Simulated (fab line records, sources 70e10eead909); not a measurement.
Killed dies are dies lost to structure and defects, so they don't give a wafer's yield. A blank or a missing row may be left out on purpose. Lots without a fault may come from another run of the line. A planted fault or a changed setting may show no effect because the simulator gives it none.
A struck lot beside a sound one | flow nand_harc | 13 steps out of a route of 1159
Sound: wafers L655.2, L655.3, L655.5. Struck: wafers L657.4, L657.5, L657.6. The cause comes at the end.
At each step with rows: each side's tool, then ch and its chambers, then its first start. Under that, the readings that differ: sound wafers | struck wafers | difference of the means | sigmas: that difference in standard deviations of wafers without a fault.
alike: readings whose means differ by less than 2 such deviations, and words and numbers that are the same on both sides. not compared: withheld readings, readings that some wafer has no value for, bounds like >300 that may hide the same value, and numbers for which the record gives no deviation and whose values overlap.
The two part at a step that has a row with sigmas, a row that says differs or no value, or rows on one side only. Numbers that don't overlap but have no deviation are shown without sigmas and don't part them. A reading that every wafer of one side lacks parts them only if that side has two wafers or more.

NHARC_A_SLIT_CD_MEAS_21:
  sound on cd_sem-02, day 16 12:34; struck on cd_sem-01, day 17 04:04
  alike: cd_nm
then, 3 steps without rows for these wafers: NHARC_A_SIN_REMOVE_WET_00 (chemistry H3PO4, time 15300 s); NHARC_A_SIN_REMOVE_PRECLEAN_01 (cleans in SC1); NHARC_A_SIN_REMOVE_SRD_02.
NHARC_A_SIN_REMOVE_INSPECT_04:
  sound on defect_inspect-02, day 16 20:19; struck on defect_inspect-02, day 17 11:51
  alike: raw_defect_count
NHARC_A_WL_FILL_ALD_00: deposits Al2O3, target thk 3 nm, pulse time 3 s, ald cycles 30.
  sound on ald_hk-02 ch 0,2,3, day 16 22:05; struck on ald_hk-01 ch 0,3, day 17 12:14
  alike: heater_power_w, precursor_pulse_height_rel
NHARC_A_WL_FILL_RTA_01: time 5 s.
  sound on rtp_anneal-01 ch 0, day 16 22:23; struck on rtp_anneal-02 ch 0, day 17 12:33
  reading             | sound    | struck   | difference | sigmas
  lamp_power_pct (%)  | 27 27 27 | 36 36 36 | +9         | +2
  lamp_zone_4_pct (%) | 27 27 27 | 36 36 36 | +9         | +2
  lamp_zone_7_pct (%) | 27 27 27 | 36 36 36 | +9         | +2
  alike: wafer_temp_C_max
NHARC_A_WL_FILL_ALD_02: deposits TiN, target thk 2 nm, pulse time 3 s, ald cycles 100.
  sound on ald_metal-04 ch 1,2, day 16 22:34; struck on ald_metal-03 ch 2,3, day 17 12:43
  alike: heater_power_w, precursor_pulse_height_rel
NHARC_A_WL_FILL_CVD_03: deposits W, target thk 40 nm, time 3302 s.
  sound on cvd_w-01 ch 0,1, day 16 23:02; struck on cvd_w-01 ch 0,1, day 17 17:31
  alike: heater_power_w, throttle_valve_pct
NHARC_A_WL_FILL_ETCHBACK_04: etches the open film in NF3, target depth 60 nm, time 120 s.
  sound on rie_metal-03 ch 0,1, day 17 02:17; struck on rie_metal-01 ch 0,1, day 17 19:57
  alike: chamber_pressure_mTorr, drypump_motor_current_A, oes_product_au
  not compared: rf_hours_counter_h
NHARC_A_WL_FILL_ETCHBACK_05: etches the open film in Cl2/BCl3, target depth 22 nm, time 60 s.
  sound on rie_metal-03 ch 0,1, day 17 02:31; struck on rie_metal-01 ch 0,1, day 17 20:10
  no value came back on the struck wafers for chamber_pressure_mTorr (mTorr), drypump_motor_current_A (A), oes_product_au (a.u.); on the sound wafers chamber_pressure_mTorr (mTorr) reads 9.989 9.997 10.007
  not compared: rf_hours_counter_h
then, 1 step without rows for these wafers: NHARC_A_WL_FILL_STRIP_27 (strips in N2/H2, time 20 s).
-- the record jumps here: 4 days lie between the struck wafers' starts before and after (it left off in module A_WL_FILL and takes up again in module END, whose first step shown is number 1159 of the route) --
NHARC_END_SORT_01:
  the record has rows for the struck wafers here (prober-01 ch 0, day 22 00:11) and none for the sound ones

WHERE THEY PART
First at NHARC_A_WL_FILL_RTA_01; last, within this record, at NHARC_END_SORT_01.

WHY: what the simulator had put in
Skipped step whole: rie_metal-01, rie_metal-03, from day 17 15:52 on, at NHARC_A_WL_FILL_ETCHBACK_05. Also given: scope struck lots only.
